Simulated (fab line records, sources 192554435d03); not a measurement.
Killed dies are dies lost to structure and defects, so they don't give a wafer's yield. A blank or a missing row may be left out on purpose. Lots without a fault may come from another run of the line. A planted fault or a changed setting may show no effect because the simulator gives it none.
Split-lot experiment | flow n5_finfet | 7 lots, 39 wafers read, on a route of 1938 steps

THE SPLIT
At N5_BEOL_M2_DESCUM_16 (chemistry O2, time 7 s), the setting time_s was moved away from the recipe's 7 s on 15 of the 39 wafers read, by -37.7% to +30.4%. The other wafers ran this setting at the recipe's value.

The reading is taken at the split's own step.

THE READING
CAR-EUV_of_BEOL_M2_COAT_05.thk_nm (the simulator's own value, which no gauge read), in nm, at N5_BEOL_M2_DESCUM_16 (chemistry O2, time 7 s). The file gives no usual value for it. The 24 wafers here that ran the recipe average 26.0 nm, standard deviation 0.11 nm.

wafer  | tool, chamber at the split | time_s as run, s | against the recipe | CAR-EUV_of_BEOL_M2_COAT_05.thk_nm, nm | against lot-mates on the recipe
L074.1 | rie_diel-03, 2             | 7                | recipe             | 26                                    | -
L074.6 | rie_diel-03, 2             | 7                | recipe             | 26                                    | -
L074.2 | rie_diel-03, 3,1,1         | 8.853            | +26.5%             | 25                                    | -0.9
L074.3 | rie_diel-03, 3,1,1         | 8.853            | +26.5%             | 25                                    | -0.9
L074.5 | rie_diel-03, 3,1,1         | 8.853            | +26.5%             | 25                                    | -0.9
L074.4 | rie_diel-03, 3             | 7                | recipe             | 25.8                                  | -
L077.1 | rie_diel-01, 2             | 7                | recipe             | 25.8                                  | -
L077.2 | rie_diel-01, 0,1,1         | 8.565            | +22.4%             | 25.2                                  | -0.7
L077.3 | rie_diel-01, 0,1,1         | 8.565            | +22.4%             | 25.2                                  | -0.7
L077.6 | rie_diel-01, 0,1,1         | 8.565            | +22.4%             | 25.2                                  | -0.7
L077.4 | rie_diel-01, 3,2           | 7                | recipe             | 26                                    | -
L077.5 | rie_diel-01, 3,2           | 7                | recipe             | 26                                    | -
L080.1 | rie_diel-01, 2,0           | 7                | recipe             | 26                                    | -
L080.5 | rie_diel-01, 2,0           | 7                | recipe             | 26                                    | -
L080.2 | rie_diel-01, 3,0,1         | 4.471            | -36.1%             | 27.4                                  | +1.3
L080.3 | rie_diel-01, 3,0,1         | 4.471            | -36.1%             | 27.4                                  | +1.3
L080.6 | rie_diel-01, 3,0,1         | 4.471            | -36.1%             | 27.4                                  | +1.3
L080.4 | rie_diel-01, 1             | 7                | recipe             | 26.2                                  | -
L081.1 | rie_diel-03, 2,3,0,1,1     | 7                | recipe             | 26                                    | -
L081.2 | rie_diel-03, 2,3,0,1,1     | 7                | recipe             | 26                                    | -
L081.3 | rie_diel-03, 2,3,0,1,1     | 7                | recipe             | 26                                    | -
L081.4 | rie_diel-03, 2,3,0,1,1     | 7                | recipe             | 26                                    | -
L081.6 | rie_diel-03, 2,3,0,1,1     | 7                | recipe             | 26                                    | -
L081.5 | rie_diel-03, 2             | 7                | recipe             | 26.2                                  | -
L084.1 | rie_diel-03, 0,3           | 7                | recipe             | 26                                    | -
L084.2 | rie_diel-03, 0,3           | 7                | recipe             | 26                                    | -
L084.3 | rie_diel-03, 1,2,1         | 9.125            | +30.4%             | 25                                    | -1.1
L084.5 | rie_diel-03, 1,2,1         | 9.125            | +30.4%             | 25                                    | -1.1
L084.6 | rie_diel-03, 1,2,1         | 9.125            | +30.4%             | 25                                    | -1.1
L084.4 | rie_diel-03, 2             | 7                | recipe             | 26.2                                  | -
L088.1 | rie_diel-01, 1,0,0         | 7                | recipe             | 26                                    | -
L088.3 | rie_diel-01, 1,0,0         | 7                | recipe             | 26                                    | -
L088.4 | rie_diel-01, 1,0,0         | 7                | recipe             | 26                                    | -
L088.2 | rie_diel-01, 3,3,1         | 4.361            | -37.7%             | 27.4                                  | +1.4
L088.5 | rie_diel-01, 3,3,1         | 4.361            | -37.7%             | 27.4                                  | +1.4
L088.6 | rie_diel-01, 3,3,1         | 4.361            | -37.7%             | 27.4                                  | +1.4
L096.2 | rie_diel-06, 2             | 7                | recipe             | 26                                    | -
L096.3 | rie_diel-06, 3,0           | 7                | recipe             | 26.2                                  | -
L096.5 | rie_diel-06, 3,0           | 7                | recipe             | 26.2                                  | -
Where a row lists several chambers, the file gives one row for several wafers and doesn't say which wafer went through which chamber.

THE FIT
A straight line over all 39 wafers: CAR-EUV_of_BEOL_M2_COAT_05.thk_nm changes by -0.0368 nm for each +1% of time_s; r = -0.99; the points scatter about the line by 0.091 nm.
The same after taking each lot's own level away (the mean of its wafers on the recipe; 39 wafers): -0.036 nm for each +1%; r = -1.00; scatter 0.071 nm.
On that fit, the largest move of time_s shifts the reading by 1.4 nm.
The lots' own levels span 25.93 to 26.13 nm, that is 1.9 times the standard deviation above.
So the lot-to-lot level changes the slope little: the two slopes agree.
Check: with one of the wafers moved furthest among these (-37.7%) left out of the fit, the line predicts +1.37 nm for it against its lot-mates. It came out at +1.4 nm against them.

OTHER SPLITS ON THESE WAFERS
These wafers also went through other splits before the reading. Each is held against what the fit with the lots' levels taken away leaves over:
other split on the same wafers          | wafers away from the commonest value | r with CAR-EUV_of_BEOL_M2_COAT_05.thk_nm (lot level and that fit taken away)
N5_ZERO_LAYER_PECVD_02 time_s           | 15                                   | -0.07
N5_ZERO_LAYER_DEVELOP_10 develop_time_s | 18                                   | +0.16
N5_SD_EPI_N_ETCH_45 target_depth_a      | 12                                   | -0.20
N5_SDB_HM_DEP_00 time_s                 | 18                                   | -0.30
N5_GATE_CUT_ALD_22 ald_cycles           | 18                                   | +0.38
N5_BEOL_M0_SAQP_PECVD_96 time_s         | 12                                   | -0.01

THE FILE'S OWN FIT
CAR-EUV_of_BEOL_M2_COAT_05.thk_nm changes by -0.036 nm for each +1% of time_s, r = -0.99.
